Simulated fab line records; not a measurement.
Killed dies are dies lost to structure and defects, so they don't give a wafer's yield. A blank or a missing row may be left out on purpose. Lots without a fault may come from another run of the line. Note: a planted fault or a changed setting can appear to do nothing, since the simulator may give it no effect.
fab line records :: flow nand_harc :: part 2 of 2: steps 29 to 37 of 37
[record]
  lots = 5
  wafers = 15
  last_day = 33
route steps=1302 shown A_STAIRCASE@886 A_SGD_CUT@890 A_SLIT@922
lots with no fault: from the same line, run without faults
start_h: hours from the record's opening day to when the first of the lot's shown wafers began :: wait_h: how many hours have passed since the lot's step before this one :: " as in the row above :: L1.1+2: one row covering several wafers at once :: - no value, or no start given :: * or withheld: withheld :: < > ~ a bound
route shown NAME@n: NAME is a module with steps in the file, n the number in the route of the first one :: usual: the fault-free wafers' mean and standard deviation :: same: alike in all rows :: chamber/n: place in a boat :: sites: readings site by site :: _std_site: standard deviation of those values :: _edge_site: the outer-site mean with the inner-site mean subtracted :: radius_mm: how far each site lies from the wafer's centre :: mask NAME#n: copy n :: behind: the last tool/chamber to shape the wafer :: hold: cause of the lot's hold/its duration in hours/its outcome :: device: the transistor (n, p or np) that didn't switch :: end of line: the tests these same wafers got at the end of their route :: for a step that has no rows: nothing shown but its recipe :: killed: the dies lost at the first sort to structure and to defects; this is not the yield of the wafer :: map: a wafer's dies, x killed, . not, _ none there
set.NAME: the run value of the setting; set.NAME@STEP: its run value at that earlier step :: model.NAME: the simulator's own value behind a step, which no gauge read
lots at selected steps of the route; one table per step, one row per wafer
services: a tool's chamber out of use, with start hour (start_h, from the record's first day; less than 0 if before it), hours out, and reason
[[steps]]
[step NHARC_A_SGD_CUT_CMP_21]
[recipe]
  target_thk_nm = 148.19
[usual]
  motor_current_A = 12.1/1.1
  time_to_endpoint_s = 50/3.1
lot.wafer: L077.4
tool: cmp-04
chamber: 2
start_h: 472.97
wait_h: 0.4
motor_current_A: 14.3
time_to_endpoint_s: 53

lot.wafer: L077.6
tool: cmp-04
chamber: 0
start_h: 472.97
wait_h: 0.4
motor_current_A: 11.6
time_to_endpoint_s: 60

lot.wafer: L077.5
tool: cmp-04
chamber: 1
start_h: 472.97
wait_h: 0.4
motor_current_A: 13.0
time_to_endpoint_s: 52

lot.wafer: L079.3
tool: cmp-04
chamber: 1
start_h: 497.74
wait_h: 0.4
motor_current_A: 13.5
time_to_endpoint_s: 48

lot.wafer: L079.4
tool: cmp-04
chamber: 2
start_h: 497.74
wait_h: 0.4
motor_current_A: 13.6
time_to_endpoint_s: 49

lot.wafer: L079.1
tool: cmp-04
chamber: 3
start_h: 497.74
wait_h: 0.4
motor_current_A: 11.9
time_to_endpoint_s: 49

lot.wafer: L080.1
tool: cmp-03
chamber: 0
start_h: 522.43
wait_h: 0.4
motor_current_A: 11.0
time_to_endpoint_s: 49

lot.wafer: L080.2
tool: cmp-03
chamber: 2
start_h: 522.43
wait_h: 0.4
motor_current_A: 13.3
time_to_endpoint_s: 50

lot.wafer: L080.6
tool: cmp-03
chamber: 0
start_h: 522.43
wait_h: 0.4
motor_current_A: 11.1
time_to_endpoint_s: 51

lot.wafer: L083.1
tool: cmp-04
chamber: 0
start_h: 542.97
wait_h: 0.4
motor_current_A: 11.7
time_to_endpoint_s: 56

lot.wafer: L083.5
tool: cmp-04
chamber: 3
start_h: 542.97
wait_h: 0.4
motor_current_A: 12.3
time_to_endpoint_s: 50

lot.wafer: L083.6
tool: cmp-04
chamber: 0
start_h: 542.97
wait_h: 0.4
motor_current_A: 12.3
time_to_endpoint_s: 53

lot.wafer: L095.4
tool: cmp-04
chamber: 3
start_h: 666.88
wait_h: 0.4
motor_current_A: 11.3
time_to_endpoint_s: 46

lot.wafer: L095.2
tool: cmp-04
chamber: 1
start_h: 666.88
wait_h: 0.4
motor_current_A: 12.8
time_to_endpoint_s: 44

lot.wafer: L095.5
tool: cmp-04
chamber: 2
start_h: 666.88
wait_h: 0.4
motor_current_A: 14.0
time_to_endpoint_s: 44
[step NHARC_A_SGD_CUT_THK_MEAS_22]
[recipe]
  thk_meas_gauge = ellipsometry
[usual]
  thk_nm = 148.3/1.6
lot.wafer: L077.4
tool: film_metro-02
chamber: -
start_h: 473.18
wait_h: 0.2
thk_nm: 146.4

lot.wafer: L077.5
tool: film_metro-02
chamber: -
start_h: 473.18
wait_h: 0.2
thk_nm: 148.2

lot.wafer: L077.6
tool: film_metro-02
chamber: -
start_h: 473.18
wait_h: 0.2
thk_nm: 151.5

lot.wafer: L079.1
tool: film_metro-01
chamber: -
start_h: 497.97
wait_h: 0.2
thk_nm: 148.5

lot.wafer: L079.3
tool: film_metro-01
chamber: -
start_h: 497.97
wait_h: 0.2
thk_nm: 148.1

lot.wafer: L079.4
tool: film_metro-01
chamber: -
start_h: 497.97
wait_h: 0.2
thk_nm: 149.9

lot.wafer: L080.1
tool: film_metro-01
chamber: -
start_h: 522.69
wait_h: 0.2
thk_nm: 149.3

lot.wafer: L080.2
tool: film_metro-01
chamber: -
start_h: 522.69
wait_h: 0.2
thk_nm: 147.8

lot.wafer: L080.6
tool: film_metro-01
chamber: -
start_h: 522.69
wait_h: 0.2
thk_nm: 148.9

lot.wafer: L083.1
tool: film_metro-01
chamber: -
start_h: 543.20
wait_h: 0.2
thk_nm: 147.1

lot.wafer: L083.5
tool: film_metro-01
chamber: -
start_h: 543.20
wait_h: 0.2
thk_nm: 150.8

lot.wafer: L083.6
tool: film_metro-01
chamber: -
start_h: 543.20
wait_h: 0.2
thk_nm: 148.5

lot.wafer: L095.2
tool: film_metro-01
chamber: -
start_h: 667.11
wait_h: 0.2
thk_nm: 143.9

lot.wafer: L095.4
tool: film_metro-01
chamber: -
start_h: 667.11
wait_h: 0.2
thk_nm: 144.0

lot.wafer: L095.5
tool: film_metro-01
chamber: -
start_h: 667.11
wait_h: 0.2
thk_nm: 146.0
[step NHARC_A_SGD_CUT_SRD_23]
lot.wafer: L077.5+4+6
tool: wet_bench-03
chamber: 6,7,0
start_h: 473.23
wait_h: 0.0

lot.wafer: L079.3+1+4
tool: wet_bench-03
chamber: 7,1,2
start_h: 498.02
wait_h: 0.0

lot.wafer: L080.2+6+1
tool: wet_bench-03
chamber: 2,3,5
start_h: 522.74
wait_h: 0.0

lot.wafer: L083.5+6+1
tool: wet_bench-05
chamber: 3,5,6
start_h: 543.25
wait_h: 0.0

lot.wafer: L095.4+5+2
tool: wet_bench-06
chamber: 5,6,7
start_h: 667.17
wait_h: 0.0
[step NHARC_A_SGD_CUT_ETCH_26]
[recipe]
  target_depth_a = 458
  chemistry = dHF
  material = SiO2
lot.wafer: L077.5+4+6
tool: wet_bench-03
chamber: 6,7,0
start_h: 473.25
wait_h: 0.0

lot.wafer: L079.3+1+4
tool: wet_bench-03
chamber: 7,1,2
start_h: 498.05
wait_h: 0.0

lot.wafer: L080.2+6+1
tool: wet_bench-03
chamber: 2,3,5
start_h: 522.77
wait_h: 0.0

lot.wafer: L083.5+6+1
tool: wet_bench-05
chamber: 3,5,6
start_h: 543.27
wait_h: 0.0

lot.wafer: L095.4+5+2
tool: wet_bench-06
chamber: 5,6,7
start_h: 667.19
wait_h: 0.0
[step NHARC_A_SGD_CUT_ETCHBACK_24]
[recipe]
  target_depth_a = 500
  over_etch_frac = 0.3
  time_s = 92.857
  ion_energy_ev = 120
  ch3f_flow_sccm = 50
  o2_flow_sccm = 30
  ar_flow_sccm = 200
  rf_w = 500
  bias_w = 100
  chemistry = CH3F/O2
[usual]
  drypump_motor_current_A = 5.7/0.53
  oes_product_au = 0.96/0.035
  rf_vpp_V = 244.5/1.4
  showerhead_plenum_p_Torr = 2.46/0.08
  throttle_valve_pct = 20.663/0.0093
lot.wafer: L077.4
tool: rie_diel-12
chamber: 0
start_h: 473.44
wait_h: 0.2
drypump_motor_current_A: 5.1
oes_product_au: 1.01
rf_hours_counter_h: 1
rf_vpp_V: 246.4
showerhead_plenum_p_Torr: 2.54
throttle_valve_pct: 20.659

lot.wafer: L077.5
tool: rie_diel-12
chamber: 1
start_h: 473.44
wait_h: 0.2
drypump_motor_current_A: 6.1
oes_product_au: 1.02
rf_hours_counter_h: -
rf_vpp_V: 242.6
showerhead_plenum_p_Torr: 2.43
throttle_valve_pct: 20.666

lot.wafer: L077.6
tool: rie_diel-12
chamber: 2
start_h: 473.44
wait_h: 0.2
drypump_motor_current_A: 6.2
oes_product_au: 0.99
rf_hours_counter_h: -
rf_vpp_V: 242.2
showerhead_plenum_p_Torr: 2.37
throttle_valve_pct: 20.673

lot.wafer: L079.4
tool: rie_diel-10
chamber: 0
start_h: 498.20
wait_h: 0.1
drypump_motor_current_A: 6.0
oes_product_au: 0.96
rf_hours_counter_h: 8
rf_vpp_V: 242.9
showerhead_plenum_p_Torr: 2.40
throttle_valve_pct: 20.659

lot.wafer: L079.1
tool: rie_diel-10
chamber: 1
start_h: 498.20
wait_h: 0.1
drypump_motor_current_A: 5.1
oes_product_au: 0.96
rf_hours_counter_h: 7
rf_vpp_V: 244.8
showerhead_plenum_p_Torr: 2.39
throttle_valve_pct: 20.666

lot.wafer: L079.3
tool: rie_diel-10
chamber: 3
start_h: 498.20
wait_h: 0.1
drypump_motor_current_A: 5.9
oes_product_au: 0.97
rf_hours_counter_h: 7
rf_vpp_V: 242.7
showerhead_plenum_p_Torr: 2.38
throttle_valve_pct: 20.651

lot.wafer: L080.2
tool: rie_diel-10
chamber: 1
start_h: 522.91
wait_h: 0.1
drypump_motor_current_A: 5.1
oes_product_au: 0.99
rf_hours_counter_h: 8
rf_vpp_V: 242.9
showerhead_plenum_p_Torr: 2.39
throttle_valve_pct: 20.678

lot.wafer: L080.1
tool: rie_diel-10
chamber: 2
start_h: 522.91
wait_h: 0.1
drypump_motor_current_A: 5.3
oes_product_au: 1.01
rf_hours_counter_h: 8
rf_vpp_V: 247.1
showerhead_plenum_p_Torr: 2.59
throttle_valve_pct: 20.668

lot.wafer: L080.6
tool: rie_diel-10
chamber: 1
start_h: 522.91
wait_h: 0.1
drypump_motor_current_A: 5.1
oes_product_au: 1.00
rf_hours_counter_h: -
rf_vpp_V: 243.1
showerhead_plenum_p_Torr: 2.39
throttle_valve_pct: 20.652

lot.wafer: L083.1
tool: rie_diel-10
chamber: 2
start_h: 543.46
wait_h: 0.2
drypump_motor_current_A: 5.3
oes_product_au: 0.92
rf_hours_counter_h: 10
rf_vpp_V: 244.7
showerhead_plenum_p_Torr: 2.59
throttle_valve_pct: 20.677

lot.wafer: L083.5
tool: rie_diel-10
chamber: 3
start_h: 543.46
wait_h: 0.2
drypump_motor_current_A: 6.0
oes_product_au: 0.92
rf_hours_counter_h: -
rf_vpp_V: 243.1
showerhead_plenum_p_Torr: 2.38
throttle_valve_pct: 20.668

lot.wafer: L083.6
tool: rie_diel-10
chamber: 0
start_h: 543.46
wait_h: 0.2
drypump_motor_current_A: 6.0
oes_product_au: 0.92
rf_hours_counter_h: -
rf_vpp_V: 243.0
showerhead_plenum_p_Torr: 2.40
throttle_valve_pct: 20.663

lot.wafer: L095.2
tool: rie_diel-12
chamber: 3
start_h: 667.37
wait_h: 0.2
drypump_motor_current_A: 6.5
oes_product_au: 0.94
rf_hours_counter_h: 1
rf_vpp_V: 244.2
showerhead_plenum_p_Torr: 2.48
throttle_valve_pct: 20.671

lot.wafer: L095.4
tool: rie_diel-12
chamber: 0
start_h: 667.37
wait_h: 0.2
drypump_motor_current_A: 5.1
oes_product_au: 0.95
rf_hours_counter_h: 2
rf_vpp_V: 245.5
showerhead_plenum_p_Torr: 2.53
throttle_valve_pct: 20.631

lot.wafer: L095.5
tool: rie_diel-12
chamber: 1
start_h: 667.37
wait_h: 0.2
drypump_motor_current_A: 6.1
oes_product_au: 0.96
rf_hours_counter_h: -
rf_vpp_V: 243.7
showerhead_plenum_p_Torr: 2.43
throttle_valve_pct: 20.650
[step NHARC_A_SGD_CUT_STRIP_28]
[recipe]
  time_s = 20
  o2_flow_sccm = 500
  ar_flow_sccm = 0
  bias_w = 0
  chemistry = O2
[usual]
  drypump_motor_current_A = 5.7/0.53
  oes_product_au = 0.998/0.01
  rf_vpp_V = 57.8/0.8
  showerhead_plenum_p_Torr = 3.54/0.11
  throttle_valve_pct = 17.036/0.0082
lot.wafer: L077.4
tool: rie_diel-12
chamber: 2
start_h: -
wait_h: -
drypump_motor_current_A: 6.2
oes_product_au: 0.980
rf_hours_counter_h: 1
rf_vpp_V: 58.4
showerhead_plenum_p_Torr: 3.40
throttle_valve_pct: 17.041

lot.wafer: L077.6
tool: rie_diel-12
chamber: 1
start_h: -
wait_h: -
drypump_motor_current_A: 6.2
oes_product_au: 1.017
rf_hours_counter_h: -
rf_vpp_V: 58.3
showerhead_plenum_p_Torr: 3.49
throttle_valve_pct: 17.026

lot.wafer: L077.5
tool: rie_diel-12
chamber: 2
start_h: -
wait_h: -
drypump_motor_current_A: 6.2
oes_product_au: 0.983
rf_hours_counter_h: -
rf_vpp_V: 57.6
showerhead_plenum_p_Torr: 3.40
throttle_valve_pct: 17.038

lot.wafer: L079.4
tool: rie_diel-10
chamber: 2
start_h: -
wait_h: -
drypump_motor_current_A: 5.3
oes_product_au: 0.995
rf_hours_counter_h: 7
rf_vpp_V: 58.2
showerhead_plenum_p_Torr: 3.71
throttle_valve_pct: 17.042

lot.wafer: L079.3
tool: rie_diel-10
chamber: 3
start_h: -
wait_h: -
drypump_motor_current_A: 5.9
oes_product_au: 0.990
rf_hours_counter_h: 7
rf_vpp_V: 56.8
showerhead_plenum_p_Torr: 3.41
throttle_valve_pct: 17.030

lot.wafer: L079.1
tool: rie_diel-10
chamber: 0
start_h: -
wait_h: -
drypump_motor_current_A: 6.0
oes_product_au: 0.990
rf_hours_counter_h: 8
rf_vpp_V: 56.4
showerhead_plenum_p_Torr: 3.45
throttle_valve_pct: 17.041

lot.wafer: L080.1
tool: rie_diel-10
chamber: 1
start_h: -
wait_h: -
drypump_motor_current_A: 5.1
oes_product_au: 0.999
rf_hours_counter_h: 8
rf_vpp_V: 56.6
showerhead_plenum_p_Torr: 3.44
throttle_valve_pct: 17.034

lot.wafer: L080.2
tool: rie_diel-10
chamber: 3
start_h: -
wait_h: -
drypump_motor_current_A: 6.0
oes_product_au: 1.009
rf_hours_counter_h: 8
rf_vpp_V: 57.3
showerhead_plenum_p_Torr: 3.41
throttle_valve_pct: 17.044

lot.wafer: L080.6
tool: rie_diel-10
chamber: 0
start_h: -
wait_h: -
drypump_motor_current_A: 6.0
oes_product_au: 1.000
rf_hours_counter_h: -
rf_vpp_V: 59.1
showerhead_plenum_p_Torr: 3.45
throttle_valve_pct: 17.042

lot.wafer: L083.1
tool: rie_diel-10
chamber: 3
start_h: -
wait_h: -
drypump_motor_current_A: 5.9
oes_product_au: 1.009
rf_hours_counter_h: 11
rf_vpp_V: 57.6
showerhead_plenum_p_Torr: 3.41
throttle_valve_pct: 17.036

lot.wafer: L083.5
tool: rie_diel-10
chamber: 0
start_h: -
wait_h: -
drypump_motor_current_A: 6.0
oes_product_au: 0.995
rf_hours_counter_h: -
rf_vpp_V: 57.7
showerhead_plenum_p_Torr: 3.45
throttle_valve_pct: 17.043

lot.wafer: L083.6
tool: rie_diel-10
chamber: 1
start_h: -
wait_h: -
drypump_motor_current_A: 5.1
oes_product_au: 0.992
rf_hours_counter_h: -
rf_vpp_V: 56.8
showerhead_plenum_p_Torr: 3.44
throttle_valve_pct: 17.036

lot.wafer: L095.4
tool: rie_diel-12
chamber: 2
start_h: -
wait_h: -
drypump_motor_current_A: 6.2
oes_product_au: 0.995
rf_hours_counter_h: 2
rf_vpp_V: 57.6
showerhead_plenum_p_Torr: 3.39
throttle_valve_pct: 17.046

lot.wafer: L095.2
tool: rie_diel-12
chamber: 0
start_h: -
wait_h: -
drypump_motor_current_A: 5.1
oes_product_au: 1.009
rf_hours_counter_h: 2
rf_vpp_V: 58.7
showerhead_plenum_p_Torr: 3.63
throttle_valve_pct: 17.039

lot.wafer: L095.5
tool: rie_diel-12
chamber: 1
start_h: -
wait_h: -
drypump_motor_current_A: 6.2
oes_product_au: 1.016
rf_hours_counter_h: -
rf_vpp_V: 56.9
showerhead_plenum_p_Torr: 3.49
throttle_valve_pct: 17.030
[step NHARC_A_SGD_CUT_INSPECT_25]
[usual]
  raw_defect_count = 388/86
lot.wafer: L077.4
tool: defect_inspect-02
chamber: -
start_h: 473.64
wait_h: -
raw_defect_count: 333

lot.wafer: L077.5
tool: defect_inspect-02
chamber: -
start_h: 473.64
wait_h: -
raw_defect_count: 389

lot.wafer: L077.6
tool: defect_inspect-02
chamber: -
start_h: 473.64
wait_h: -
raw_defect_count: 453

lot.wafer: L079.1
tool: defect_inspect-01
chamber: -
start_h: 498.44
wait_h: -
raw_defect_count: 288

lot.wafer: L079.3
tool: defect_inspect-01
chamber: -
start_h: 498.44
wait_h: -
raw_defect_count: 324

lot.wafer: L079.4
tool: defect_inspect-01
chamber: -
start_h: 498.44
wait_h: -
raw_defect_count: 305

lot.wafer: L080.1
tool: defect_inspect-02
chamber: -
start_h: 523.15
wait_h: -
raw_defect_count: 415

lot.wafer: L080.2
tool: defect_inspect-02
chamber: -
start_h: 523.15
wait_h: -
raw_defect_count: 489

lot.wafer: L080.6
tool: defect_inspect-02
chamber: -
start_h: 523.15
wait_h: -
raw_defect_count: 387

lot.wafer: L083.1
tool: defect_inspect-01
chamber: -
start_h: 543.66
wait_h: -
raw_defect_count: 359

lot.wafer: L083.5
tool: defect_inspect-01
chamber: -
start_h: 543.66
wait_h: -
raw_defect_count: 438

lot.wafer: L083.6
tool: defect_inspect-01
chamber: -
start_h: 543.66
wait_h: -
raw_defect_count: 472

lot.wafer: L095.2
tool: defect_inspect-02
chamber: -
start_h: 667.58
wait_h: -
raw_defect_count: 329

lot.wafer: L095.4
tool: defect_inspect-02
chamber: -
start_h: 667.58
wait_h: -
raw_defect_count: 333

lot.wafer: L095.5
tool: defect_inspect-02
chamber: -
start_h: 667.58
wait_h: -
raw_defect_count: 328
[step NHARC_A_SLIT_DEP_25]
[recipe]
  target_thk_a = 2000
  temp_c = 400
  pressure_torr = 6.5
  rf_w = 900
  teos_flow_sccm = 161.4
  flow_sccm = 2650
  target_thk_nm = 200
  gas = O2
  material = SiO2
[usual]
  heater_power_w = 570/120
  throttle_valve_pct = 15.9/0.82
lot.wafer: L077.5
tool: pecvd-04
chamber: 1
start_h: 473.82
wait_h: 0.2
heater_power_w: 462
throttle_valve_pct: 15.5

lot.wafer: L077.6
tool: pecvd-04
chamber: 2
start_h: 473.82
wait_h: 0.2
heater_power_w: 618
throttle_valve_pct: 15.0

lot.wafer: L077.4
tool: pecvd-04
chamber: 0
start_h: 473.82
wait_h: 0.2
heater_power_w: 808
throttle_valve_pct: 16.1

lot.wafer: L079.3
tool: pecvd-02
chamber: 1
start_h: 498.80
wait_h: 0.4
heater_power_w: 407
throttle_valve_pct: 16.5

lot.wafer: L079.1
tool: pecvd-02
chamber: 0
start_h: 498.80
wait_h: 0.4
heater_power_w: 534
throttle_valve_pct: 15.2

lot.wafer: L079.4
tool: pecvd-02
chamber: 2
start_h: 498.80
wait_h: 0.4
heater_power_w: 503
throttle_valve_pct: 17.4

lot.wafer: L080.1
tool: pecvd-01
chamber: 2
start_h: 523.22
wait_h: 0.1
heater_power_w: 478
throttle_valve_pct: 15.6

lot.wafer: L080.2
tool: pecvd-01
chamber: 1
start_h: 523.22
wait_h: 0.1
heater_power_w: 860
throttle_valve_pct: 16.9

lot.wafer: L080.6
tool: pecvd-01
chamber: 2
start_h: 523.22
wait_h: 0.1
heater_power_w: 485
throttle_valve_pct: 15.3

lot.wafer: L083.1
tool: pecvd-01
chamber: 0
start_h: 543.73
wait_h: 0.1
heater_power_w: 509
throttle_valve_pct: 15.3

lot.wafer: L083.5
tool: pecvd-01
chamber: 0
start_h: 543.73
wait_h: 0.1
heater_power_w: 524
throttle_valve_pct: 15.0

lot.wafer: L083.6
tool: pecvd-01
chamber: 1
start_h: 543.73
wait_h: 0.1
heater_power_w: 796
throttle_valve_pct: 16.5

lot.wafer: L095.2
tool: pecvd-02
chamber: 0
start_h: 667.69
wait_h: 0.1
heater_power_w: 562
throttle_valve_pct: 15.5

lot.wafer: L095.5
tool: pecvd-02
chamber: 0
start_h: 667.69
wait_h: 0.1
heater_power_w: 588
throttle_valve_pct: 15.4

lot.wafer: L095.4
tool: pecvd-02
chamber: 2
start_h: 667.69
wait_h: 0.1
heater_power_w: 452
throttle_valve_pct: 17.5
[step NHARC_A_SLIT_DEP_00]
[recipe]
  target_thk_a = 62000
  temp_c = 400
  material = aC
[usual]
  throttle_valve_pct = 34.999/0.009
lot.wafer: L077.4
tool: acl_dep-03
chamber: 0
start_h: 476.33
wait_h: -
throttle_valve_pct: 34.996

lot.wafer: L077.5
tool: acl_dep-03
chamber: 0
start_h: 476.33
wait_h: -
throttle_valve_pct: 35.003

lot.wafer: L077.6
tool: acl_dep-03
chamber: 0
start_h: 476.33
wait_h: -
throttle_valve_pct: 35.012

lot.wafer: L079.1
tool: acl_dep-03
chamber: 0
start_h: 499.14
wait_h: -
throttle_valve_pct: 34.986

lot.wafer: L079.3
tool: acl_dep-03
chamber: 0
start_h: 500.37
wait_h: -
throttle_valve_pct: 34.996

lot.wafer: L079.4
tool: acl_dep-03
chamber: 0
start_h: 500.37
wait_h: -
throttle_valve_pct: 35.000

lot.wafer: L080.1
tool: acl_dep-03
chamber: 0
start_h: 523.56
wait_h: -
throttle_valve_pct: 34.987

lot.wafer: L080.2
tool: acl_dep-03
chamber: 0
start_h: 523.56
wait_h: -
throttle_valve_pct: 35.005

lot.wafer: L080.6
tool: acl_dep-03
chamber: 0
start_h: 526.72
wait_h: -
throttle_valve_pct: 34.991

lot.wafer: L083.1
tool: acl_dep-03
chamber: 0
start_h: 544.14
wait_h: -
throttle_valve_pct: 34.998

lot.wafer: L083.5
tool: acl_dep-03
chamber: 0
start_h: 546.68
wait_h: -
throttle_valve_pct: 34.993

lot.wafer: L083.6
tool: acl_dep-03
chamber: 0
start_h: 546.68
wait_h: -
throttle_valve_pct: 35.007

lot.wafer: L095.2
tool: acl_dep-02
chamber: 0
start_h: 671.18
wait_h: -
throttle_valve_pct: 34.999

lot.wafer: L095.4
tool: acl_dep-02
chamber: 0
start_h: 672.43
wait_h: -
throttle_valve_pct: 35.001

lot.wafer: L095.5
tool: acl_dep-02
chamber: 0
start_h: 672.43
wait_h: -
throttle_valve_pct: 34.989
[[services]]
tool: rie_diel-12
chamber: -
start_h: 445.40
hours: 9.0
kind: pm

tool: cmp-04
chamber: -
start_h: 451.51
hours: 0.8
kind: repair

tool: cmp-04
chamber: -
start_h: 461.07
hours: 2.6
kind: repair

tool: rie_diel-12
chamber: 0
start_h: 475.22
hours: 21.4
kind: repair

tool: acl_dep-03
chamber: -
start_h: 481.68
hours: 13.0
kind: pm

tool: pecvd-01
chamber: -
start_h: 492.14
hours: 13.0
kind: pm

tool: rie_diel-12
chamber: 0
start_h: 500.72
hours: 12.1
kind: repair

tool: litho_track-01
chamber: -
start_h: 505.00
hours: 7.0
kind: pm

tool: rie_diel-10
chamber: 0
start_h: 505.48
hours: 4.4
kind: repair

tool: cmp-04
chamber: -
start_h: 506.00
hours: 4.0
kind: pm

tool: cmp-04
chamber: -
start_h: 514.40
hours: 0.7
kind: repair

tool: litho_track-06
chamber: -
start_h: 529.00
hours: 7.0
kind: pm

tool: wet_bench-06
chamber: -
start_h: 545.60
hours: 8.0
kind: pm

tool: litho_track-04
chamber: -
start_h: 553.00
hours: 7.0
kind: pm

tool: wet_bench-03
chamber: -
start_h: 562.40
hours: 8.0
kind: pm

tool: rie_diel-10
chamber: 0
start_h: 581.87
hours: 2.6
kind: repair

tool: rie_diel-10
chamber: -
start_h: 596.50
hours: 9.0
kind: pm

tool: cmp-04
chamber: -
start_h: 604.00
hours: 4.0
kind: pm

tool: rie_diel-12
chamber: -
start_h: 622.40
hours: 9.0
kind: pm

tool: cmp-04
chamber: -
start_h: 632.85
hours: 1.8
kind: repair

tool: wet_bench-03
chamber: -
start_h: 645.21
hours: 51.3
kind: repair

tool: rie_diel-10
chamber: 0
start_h: 651.02
hours: 7.8
kind: repair

tool: pecvd-01
chamber: -
start_h: 652.24
hours: 1.1
kind: repair

tool: acl_dep-03
chamber: -
start_h: 664.11
hours: 13.0
kind: pm
